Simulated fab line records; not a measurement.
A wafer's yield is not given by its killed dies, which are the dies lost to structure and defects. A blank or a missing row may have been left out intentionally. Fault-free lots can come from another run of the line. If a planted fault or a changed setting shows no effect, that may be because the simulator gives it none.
One fault seen from 2 desks || flow n5 finfet || each desk has only its own numbers; what lay behind them comes last

AT THE METROLOGY DESK
What the gauges read, lot by lot, whatever tool the lot ran on: means of the sampled wafers that have a number. If a lot's mean is further than 4 standard deviations from the usual mean, the lot is out of limits and carries the mark OUT (the distance appears in the brackets).
Columns: A = M15_ILD_THK at N5_BEOL_M15_THK_MEAS_01, usual 1632 nm
{"lot": "L309", "first seen here": "day 11 23:45", "A": 1613}
{"lot": "L313", "first seen here": "day 12 18:29", "A": 1616}
{"lot": "L316", "first seen here": "day 13 05:31", "A": 1703}
{"lot": "L319", "first seen here": "day 14 17:47", "A": "1777 (+6.6) OUT"}
{"lot": "L323", "first seen here": "day 15 18:50", "A": 1632}
{"lot": "L326", "first seen here": "day 15 19:38", "A": 1624}
{"lot": "L327", "first seen here": "day 16 02:04", "A": 1653}
{"lot": "L329", "first seen here": "day 17 02:38", "A": 1618}
{"lot": "L328", "first seen here": "day 17 02:55", "A": 1616}
{"lot": "L330", "first seen here": "day 17 03:11", "A": 1649}
Per this desk, out of limits: L319; the first was L319, day 14 17:47 (M15_ILD_THK at N5_BEOL_M15_THK_MEAS_01). Within limits: L309, L313, L316, L323, L326, L327, L329, L328, L330.

DESK OF THE TOOL OWNER: pecvd-04
The tool's own readings at N5_BEOL_M15_ILD_DEP_00 (deposits SiO2 from TEOS/O2, target thk 1629.3 nm, time 346.1 s): means of the sampled wafers that have a number, for each lot that ran on this tool. If a lot's mean is further than 4 standard deviations from the usual mean, the lot is out of limits and carries the mark OUT (the distance appears in the brackets).
Columns: A = heater power w at N5_BEOL_M15_ILD_DEP_00, usual 466 W; B = run length s at N5_BEOL_M15_ILD_DEP_00, usual 388.9 s; C = showerhead plenum p Torr at N5_BEOL_M15_ILD_DEP_00, usual 8.35 Torr; D = showerhead vpp V at N5_BEOL_M15_ILD_DEP_00, usual 1778 V; E = throttle valve pct at N5_BEOL_M15_ILD_DEP_00, usual 18.6 %
{"lot": "L313", "first seen here": "day 12 18:14", "A": 470, "B": 388.8, "C": 8.34, "D": 1782, "E": 18.3}
{"lot": "L316", "first seen here": "day 13 05:16", "A": 496, "B": "408.2 (+30) OUT", "C": 8.35, "D": 1847, "E": 18.1}
{"lot": "L319", "first seen here": "day 14 17:32", "A": 429, "B": "415.0 (+41) OUT", "C": 8.34, "D": 1728, "E": 18.3}
{"lot": "L330", "first seen here": "day 17 02:56", "A": 462, "B": 389.2, "C": 8.33, "D": 1775, "E": 17.9}
This desk's verdict: out of limits on L316, L319, starting with L316 at day 13 05:16 (run length s at N5_BEOL_M15_ILD_DEP_00). Within limits: L313, L330.

TAKEN TOGETHER
At day 13 05:16, on L316, L319, the tool owner's desk was in a position to raise an alarm.
On L319, the metrology desk was in a position to raise an alarm at day 14 17:47.
The metrology desk holds a record of L316, inside its limits.
On pecvd-04, each named lot ran N5_BEOL_M15_ILD_DEP_00.

WHAT HAD BEEN PUT IN BY THE SIMULATOR
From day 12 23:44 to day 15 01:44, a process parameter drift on pecvd-04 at N5_BEOL_M15_ILD_DEP_00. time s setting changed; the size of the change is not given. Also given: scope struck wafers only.
Lots struck among those shown: L316, L319.
Delay (hours) between the fault's onset and each desk's first out-of-limits reading: 6 at the tool owner's desk, 42 at the metrology desk.
